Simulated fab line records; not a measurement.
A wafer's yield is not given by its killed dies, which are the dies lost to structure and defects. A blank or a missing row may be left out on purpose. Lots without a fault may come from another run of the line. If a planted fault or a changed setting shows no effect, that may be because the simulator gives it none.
Which of the tools did it? | flow n5 finfet | Sampling: 24 lots, 72 wafers, 2 of 1938 route steps

WHAT THE GAUGES READ, wafer by wafer
N5_BEOL_M10_INSPECT_13: inspects for defects (brightfield).
lot  | measured     | on                | raw defect count
L074 | day 10 02:29 | defect inspect-02 | 364 294 411
L075 | day 10 05:04 | defect inspect-01 | 401 563 477
L077 | day 10 05:15 | defect inspect-01 | 342 497 504
L076 | day 10 09:08 | defect inspect-01 | 437 561 426
L079 | day 11 06:55 | defect inspect-01 | 449 334 442
L080 | day 11 07:13 | defect inspect-02 | 347 325 353
L078 | day 11 08:30 | defect inspect-01 | 458 482 402
L081 | day 11 13:56 | defect inspect-01 | 381 501 444
L082 | day 11 19:02 | defect inspect-02 | 386 641 410
L083 | day 11 19:49 | defect inspect-02 | 416 338 436
L084 | day 12 05:07 | defect inspect-02 | 449 473 498
L085 | day 12 14:31 | defect inspect-02 | 352 395 315
L086 | day 12 21:02 | defect inspect-01 | 482 529 435
L087 | day 13 03:52 | defect inspect-02 | 481 418 406
L088 | day 13 14:10 | defect inspect-01 | 486 415 335
L090 | day 13 14:22 | defect inspect-02 | 417 397 433
L091 | day 13 22:13 | defect inspect-02 | 590 436 454
L089 | day 13 22:22 | defect inspect-02 | 226 456 396
L092 | day 14 12:28 | defect inspect-01 | 310 290 418
L093 | day 14 20:56 | defect inspect-02 | 393 395 331
L094 | day 15 00:18 | defect inspect-01 | 352 458 288
L095 | day 15 00:30 | defect inspect-01 | 334 480 416
L096 | day 15 12:31 | defect inspect-02 | 539 350 288
L097 | day 15 17:55 | defect inspect-01 | 454 511 473

EACH LOT AND THE TOOL THAT RAN IT (in order: tool; ch and the chambers of the sampled wafers; start)
lot  | N5_BEOL_M10_PECVD_70
L074 | pecvd-02 ch 0,1, day 10 00:59
L075 | pecvd-02 ch 0,1, day 10 02:57
L077 | pecvd-03 ch 0,2, day 10 03:28
L076 | pecvd-02 ch 0,1, day 10 06:26
L079 | pecvd-02 ch 0,2, day 11 03:39
L080 | pecvd-03 ch 0,1,2, day 11 03:55
L078 | pecvd-02 ch 0,1,2, day 11 07:20
L081 | pecvd-02 ch 0,1, day 11 13:03
L082 | pecvd-03 ch 0,1,2, day 11 16:21
L083 | pecvd-02 ch 0,1, day 11 16:38
L084 | pecvd-04 ch 0,1, day 12 02:37
L085 | pecvd-03 ch 0,1, day 12 13:22
L086 | pecvd-03 ch 1,2, day 12 20:02
L087 | pecvd-03 ch 0,1, day 13 02:37
L088 | pecvd-02 ch 0,1,2, day 13 12:01
L090 | pecvd-03 ch 0,1,2, day 13 12:11
L091 | pecvd-02 ch 0,1,2, day 13 20:59
L089 | pecvd-02 ch 0,1,2, day 13 21:25
L092 | pecvd-03 ch 0,1, day 14 09:10
L093 | pecvd-04 ch 0,1, day 14 19:37
L094 | pecvd-04 ch 0,1, day 14 22:41
L095 | pecvd-03 ch 0,1, day 14 22:52
L096 | pecvd-02 ch 0,1,2, day 15 11:55
L097 | pecvd-03 ch 0,2, day 15 16:17
- N5_BEOL_M10_PECVD_70: deposits SiO2 from TEOS/O2, target thk 20 nm, time 22.7 s.

AS READ BY THE TOOLS THEMSELVES (means over the sampled wafers that have a number; for cases with no such wafer, the mark the record gives instead)
N5_BEOL_M10_PECVD_70.
lot  | tool     | heater power w (W) | showerhead plenum p Torr (Torr) | throttle valve pct (%)
L074 | pecvd-02 | 671                | 8.71                            | 23.9
L075 | pecvd-02 | 626                | 8.72                            | 23.7
L077 | pecvd-03 | 739                | 8.79                            | 22.0
L076 | pecvd-02 | 661                | 8.73                            | 23.7
L079 | pecvd-02 | 604                | 8.69                            | 21.4
L080 | pecvd-03 | 658                | 8.83                            | 22.3
L078 | pecvd-02 | 681                | 8.70                            | 22.8
L081 | pecvd-02 | 686                | 8.69                            | 24.0
L082 | pecvd-03 | 685                | 8.84                            | 22.4
L083 | pecvd-02 | 633                | 8.71                            | 24.0
L084 | pecvd-04 | 702                | 8.78                            | 22.8
L085 | pecvd-03 | 634                | 8.89                            | 22.9
L086 | pecvd-03 | 684                | 8.82                            | 22.5
L087 | pecvd-03 | 578                | 8.89                            | 22.7
L088 | pecvd-02 | 646                | 8.69                            | 22.8
L090 | pecvd-03 | 704                | 8.83                            | 22.3
L091 | pecvd-02 | 680                | 8.69                            | 22.7
L089 | pecvd-02 | 642                | 8.69                            | 22.9
L092 | pecvd-03 | 660                | 8.88                            | 22.4
L093 | pecvd-04 | 743                | 8.79                            | 22.9
L094 | pecvd-04 | 798                | 8.80                            | 22.3
L095 | pecvd-03 | 554                | 8.90                            | 22.6
L096 | pecvd-02 | 645                | 8.69                            | 23.1
L097 | pecvd-03 | 650                | 8.85                            | 22.1

THE ANSWER, worked out from the rows above alone
Rule: the lots themselves supply what counts as usual. Put in order of their means at a reading, lots are off if they are a third of the lots or fewer, leave a main group of 4 or more, and stand apart from it by a gap of 3 or more times the standard deviation of the main group's means; of several such gaps the widest counts. Not used: any main group whose means are identical at the precision the tables above print for the reading. A lot without any number at a reading at which 4 lots or more have one is off too. Any other lot the step has rows for is counted as sound. After the gauges, taken in route order, come the tools' own readings; for these a lot's mean is taken, as printed above. The first step at which some lot is off is used, and at that step the reading that is off furthest; a lot without a number counts as furthest.
Across all readings shown, no lot is off: no conclusion can be drawn from this.

WHAT THE SIMULATOR PUT IN
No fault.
